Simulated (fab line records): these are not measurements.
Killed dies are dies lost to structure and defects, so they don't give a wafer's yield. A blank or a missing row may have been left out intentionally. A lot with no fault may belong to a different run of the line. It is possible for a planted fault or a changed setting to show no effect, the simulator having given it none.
One fault seen from 3 desks | flow n5Finfet | what lay behind the numbers comes last; until then each desk has only its own

== THE DEFECT DESK ==
What the inspections along the route counted, lot by lot: means of the sampled wafers that have a number. If a lot's mean is further than 4 standard deviations from the usual mean, the lot is out of limits and carries the mark OUT (the distance appears in the brackets).
Columns: A = rawDefectCount at N5_DUMMY_GATE_INSPECT_27, usual 305; B = rawDefectCount at N5_SPACER0_INSPECT_04, usual 137; C = rawDefectCount at N5_SD_EPI_N_INSPECT_11, usual 2.1
lot  | first seen here | A   | B   | C
L707 | day 3 08:04     | 265 | 160 | 3.7
L713 | day 4 18:49     | 360 | 122 | 1.7
L722 | day 7 09:22     | 272 | 102 | 2.0
L724 | day 7 17:19     | 369 | 194 | 1.0
L725 | day 7 22:14     | 282 | 138 | 2.3
L727 | day 8 06:21     | 286 | 125 | 1.0
This desk's verdict: no lot among the 6 shows anything out of limits.

== THE METROLOGY DESK ==
What the gauges read for every lot (on any tool): the sampled wafers with a number, averaged. If a lot's mean is further than 4 standard deviations from the usual mean, the lot is out of limits and carries the mark OUT (the distance appears in the brackets). Of its 12 readings 7 are shown: those that lie furthest out on some lot.
Columns: A = cdNm at N5_SD_EPI_N_CD_MEAS_09, usual 120.1 nm; B = SD_N_BLK_OVL at N5_SD_EPI_N_OVL_MEAS_10, usual -0.2 nm; C = DIBL_P at N5_BEOL_M4_RC_MEAS_101, usual 35.9 mV/V; D = ION_N at N5_BEOL_M4_RC_MEAS_101, usual 672 uA/um; E = ION_P at N5_BEOL_M4_RC_MEAS_101, usual 461 uA/um; F = SS_N at N5_BEOL_M4_RC_MEAS_101, usual 71.4 mV/dec; G = SS_P at N5_BEOL_M4_RC_MEAS_101, usual 73.2 mV/dec
lot  | first seen here | A     | B    | C    | D   | E   | F    | G
L707 | day 3 10:43     | 120.1 | -0.5 | 35.4 | 663 | 461 | 71.5 | 73.5
L713 | day 4 19:42     | 120.2 | -0.1 | 35.4 | 673 | 468 | 71.1 | 73.2
L722 | day 7 10:14     | 119.8 | -0.3 | 34.4 | 667 | 452 | 72.0 | 73.0
L724 | day 7 18:19     | 120.7 | 0.8  | 35.6 | 661 | 455 | 71.7 | 72.4
L725 | day 7 23:14     | 120.4 | 0.3  | 35.2 | 664 | 465 | 71.8 | 73.3
L727 | day 8 07:59     | 119.7 | -0.4 | 36.3 | 672 | 461 | 71.4 | 73.0
This desk's verdict: no lot among the 6 shows anything out of limits.

== AT THE TOOL OWNER'S DESK: lithoTrack-05 ==
The tool's own readings at N5_SD_EPI_N_COAT_03 (resist thk 150 nm): means of the sampled wafers that have a number, for each lot that ran on this tool. If a lot's mean is further than 4 standard deviations from the usual mean, the lot is out of limits and carries the mark OUT (the distance appears in the brackets).
Columns: A = spinSpeedRpm at N5_SD_EPI_N_COAT_03, usual 1500.0 rpm
lot  | first seen here | A
L713 | day 4 19:28     | 1500.5
L722 | day 7 10:00     | 1421.2 (-86) OUT
L724 | day 7 17:58     | 1421.5 (-85) OUT
This desk's verdict: out of limits on L722, L724, starting with L722 at day 7 10:00 (spinSpeedRpm at N5_SD_EPI_N_COAT_03). Within limits: L713.

== TAKEN TOGETHER ==
On L722, L724, at day 7 10:00, an alarm was possible from the tool owner's desk.
Nothing the defect desk looked at was out of limits.
Nothing out of limits was seen by the metrology desk.
The defect desk has L722, L724 on record, within its limits.
The metrology desk has L722, L724 on record, within its limits.
Every lot named ran N5_SD_EPI_N_COAT_03 on lithoTrack-05.

== WHAT THE SIMULATOR PUT IN ==
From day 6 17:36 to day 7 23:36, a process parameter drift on lithoTrack-05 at N5_SD_EPI_N_COAT_03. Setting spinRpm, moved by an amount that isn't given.
Struck lots among those shown: L722, L724.
Time in hours from fault onset to the first out-of-limits reading at each desk: the tool owner's desk, 16.
